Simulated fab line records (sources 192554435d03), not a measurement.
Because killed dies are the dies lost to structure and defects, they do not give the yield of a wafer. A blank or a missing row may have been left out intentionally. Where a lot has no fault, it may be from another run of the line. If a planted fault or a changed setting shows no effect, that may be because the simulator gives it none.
Split-lot trial / flow n5-finfet / 21 wafers read from 7 lots, route of 1938 steps

== THE SPLIT ITSELF ==
At N5_BEOL_M0_SAQP_ETCH_107 (etches SiNx in CH3F/O2, target depth 30 nm), the setting source-w was moved away from the recipe's 395 W on 8 of the 21 wafers read, by -12.4% to +17.6%. All remaining wafers had this setting at the recipe value.

The reading comes from the split's own step.

== THE READING ==
rf-vpp-V, in V, at N5_BEOL_M0_SAQP_ETCH_107 (etches SiNx in CH3F/O2, target depth 30 nm). On this fab line, fault-free wafers typically give 296 V with a standard deviation of 4.6 V.

wafer=L078.1; tool, chamber at the split=rie-diel-01, 0; source-w as run, W=395; against the recipe=recipe; rf-vpp-V, V=288; against lot-mates on the recipe=-
wafer=L078.2; tool, chamber at the split=rie-diel-01, 3; source-w as run, W=464.5; against the recipe=+17.6%; rf-vpp-V, V=277; against lot-mates on the recipe=-14
wafer=L078.6; tool, chamber at the split=rie-diel-01, 3; source-w as run, W=395; against the recipe=recipe; rf-vpp-V, V=295; against lot-mates on the recipe=-
wafer=L080.1; tool, chamber at the split=rie-diel-04, 1; source-w as run, W=395; against the recipe=recipe; rf-vpp-V, V=301; against lot-mates on the recipe=-
wafer=L080.2; tool, chamber at the split=rie-diel-04, 2; source-w as run, W=347.6; against the recipe=-12.0%; rf-vpp-V, V=314; against lot-mates on the recipe=+13
wafer=L080.6; tool, chamber at the split=rie-diel-04, 2; source-w as run, W=347.6; against the recipe=-12.0%; rf-vpp-V, V=314; against lot-mates on the recipe=+13
wafer=L092.1; tool, chamber at the split=rie-diel-03, 3; source-w as run, W=395; against the recipe=recipe; rf-vpp-V, V=297; against lot-mates on the recipe=-
wafer=L092.3; tool, chamber at the split=rie-diel-03, 0; source-w as run, W=456; against the recipe=+15.4%; rf-vpp-V, V=279; against lot-mates on the recipe=-18
wafer=L092.4; tool, chamber at the split=rie-diel-03, 2; source-w as run, W=456; against the recipe=+15.4%; rf-vpp-V, V=269; against lot-mates on the recipe=-28
wafer=L093.2; tool, chamber at the split=rie-diel-03, 0; source-w as run, W=395; against the recipe=recipe; rf-vpp-V, V=297; against lot-mates on the recipe=-
wafer=L093.5; tool, chamber at the split=rie-diel-03, 0; source-w as run, W=395; against the recipe=recipe; rf-vpp-V, V=297; against lot-mates on the recipe=-
wafer=L093.6; tool, chamber at the split=rie-diel-03, 3; source-w as run, W=447.8; against the recipe=+13.4%; rf-vpp-V, V=280; against lot-mates on the recipe=-17
wafer=L094.3; tool, chamber at the split=rie-diel-04, 1; source-w as run, W=346.2; against the recipe=-12.4%; rf-vpp-V, V=321; against lot-mates on the recipe=+23
wafer=L094.4; tool, chamber at the split=rie-diel-04, 0; source-w as run, W=395; against the recipe=recipe; rf-vpp-V, V=298; against lot-mates on the recipe=-
wafer=L094.5; tool, chamber at the split=rie-diel-04, 1; source-w as run, W=346.2; against the recipe=-12.4%; rf-vpp-V, V=322; against lot-mates on the recipe=+24
wafer=L096.1; tool, chamber at the split=rie-diel-04, 1; source-w as run, W=395; against the recipe=recipe; rf-vpp-V, V=302; against lot-mates on the recipe=-
wafer=L096.5; tool, chamber at the split=rie-diel-04, 3; source-w as run, W=395; against the recipe=recipe; rf-vpp-V, V=301; against lot-mates on the recipe=-
wafer=L096.6; tool, chamber at the split=rie-diel-04, 2; source-w as run, W=395; against the recipe=recipe; rf-vpp-V, V=297; against lot-mates on the recipe=-
wafer=L097.2; tool, chamber at the split=rie-diel-04, 0; source-w as run, W=395; against the recipe=recipe; rf-vpp-V, V=300; against lot-mates on the recipe=-
wafer=L097.4; tool, chamber at the split=rie-diel-04, 2; source-w as run, W=395; against the recipe=recipe; rf-vpp-V, V=295; against lot-mates on the recipe=-
wafer=L097.5; tool, chamber at the split=rie-diel-04, 1; source-w as run, W=395; against the recipe=recipe; rf-vpp-V, V=302; against lot-mates on the recipe=-

FIT RESULTS
A straight line over all 21 wafers: rf-vpp-V changes by -1.49 V for each +1% of source-w; r = -0.96; the points scatter about the line by 4.1 V.
The same after taking each lot's own level away (the mean of its wafers on the recipe; 21 wafers): -1.34 V for each +1%; r = -0.95; scatter 4.1 V.
The reading moves by 24 V for the largest change in source-w, on that fit.
Measured against the standard deviation above, the lots' own levels, which go from 291.5 to 301.0 V, span 2.1 times it.
So the slope is not independent of the lot-to-lot level: the two fits are not the same.
Check: with one of the wafers moved furthest among these (+17.6%) left out of the fit, the line predicts -25.6 V for it against its lot-mates. It came out at -14.5 V against them.
Tool readings at the split's step, against how far the setting was moved: rf-vpp-V r = -0.96.

== THESE WAFERS: OTHER SPLITS ==
These wafers also went through other splits before the reading. Each is held against what the fit with the lots' levels taken away leaves over:
other split on the same wafers=N5_MOL_CONTACT_COAG_VIA_ETCH_46 bias-w; wafers away from the commonest value=9; r with rf-vpp-V (lot level and that fit taken away)=-0.02
other split on the same wafers=N5_BEOL_M0_SAQP_SPACER1_ALD_98 temp-c; wafers away from the commonest value=7; r with rf-vpp-V (lot level and that fit taken away)=+0.10

== FILE'S OWN FIT ==
rf-vpp-V changes by -1.25 V for each +1% of source-w, r = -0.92.
